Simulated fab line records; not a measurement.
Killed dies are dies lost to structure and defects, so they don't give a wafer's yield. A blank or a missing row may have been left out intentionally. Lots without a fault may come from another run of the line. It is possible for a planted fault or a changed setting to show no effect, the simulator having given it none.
Chamber matching    flow n5 finfet    N5_FIN_SAQP_ETCH_67 on rie diel-02: 4 sister chambers
The step etches SiNx in CH3F/O2, target depth 30 nm. 20 wafers are shown with their chamber, then 10 later ones without.

## EACH WAFER AND ITS CHAMBER
wafer   chamber  showerhead plenum p Torr (Torr)  drypump motor current A (A)  throttle valve pct (%)
L074.3  1        2.09                             6.2                          16.29
L074.4  0        1.90                             5.3                          16.10
L074.5  0        1.90                             5.3                          16.10
L076.1  2        2.08                             5.2                          16.63
L076.4  0        1.90                             5.3                          16.12
L076.6  1        2.09                             6.3                          16.31
L077.3  0        1.90                             5.3                          16.12
L077.5  0        1.90                             5.3                          16.09
L077.6  3        2.02                             5.6                          16.34
L078.1  3        2.02                             5.6                          16.35
L078.2  1        2.09                             6.2                          16.32
L078.5  0        1.90                             5.3                          16.10
L080.3  2        2.08                             5.2                          16.65
L080.4  0        1.90                             5.3                          16.11
L080.5  1        2.09                             6.3                          16.32
L082.2  0        1.90                             5.3                          16.12
L082.3  2        2.08                             5.2                          16.63
L082.6  2        2.08                             5.2                          16.64
L084.1  3        2.02                             5.6                          16.37
L084.3  1        2.08                             6.2                          16.34

SIGNATURES (means of the wafers above)
reading                   chamber 0  chamber 1  chamber 2  chamber 3  scatter within a chamber
showerhead plenum p Torr  1.9000     2.0880     2.0800     2.0200     0.00224
drypump motor current A   5.300      6.240      5.200      5.600      0.0274
throttle valve pct        16.1075    16.3160    16.6375    16.3533    0.0137
Rule: a wafer lies at a distance from a chamber equal to the root of the sum of squares, over the readings, of (its reading less the chamber's mean, divided by the reading's scatter). The wafer belongs to the nearest chamber; if the next one is less than 2 further off, it can't be placed. The scatter is the square root of a quotient: the sum, over the shown wafers, of each reading's squared deviation from its chamber's mean, divided by wafers minus chambers.

## WAFERS WHOSE CHAMBER IS MISSING
wafer   showerhead plenum p Torr (Torr)  drypump motor current A (A)  throttle valve pct (%)
L084.4  2.08                             6.2                          16.35
L087.1  1.90                             5.3                          16.15
L087.4  2.07                             5.2                          16.69
L087.5  2.08                             6.2                          16.36
L089.1  2.02                             5.6                          16.39
L089.4  1.90                             5.3                          16.14
L089.5  2.02                             5.6                          16.38
L092.2  2.01                             5.6                          16.42
L092.3  2.07                             5.2                          16.70
L092.4  2.08                             6.2                          16.38

## WHICH CHAMBER EACH ONE RAN IN
wafer   from the rows above  in truth
L084.4  1                    1
L087.1  0                    0
L087.4  2                    2
L087.5  1                    1
L089.1  3                    3
L089.4  0                    0
L089.5  3                    3
L092.2  3                    3
L092.3  2                    2
L092.4  1                    1
Correctly placed: 10 of 10. Number that these rows cannot place: 0. Number placed wrongly: 0.
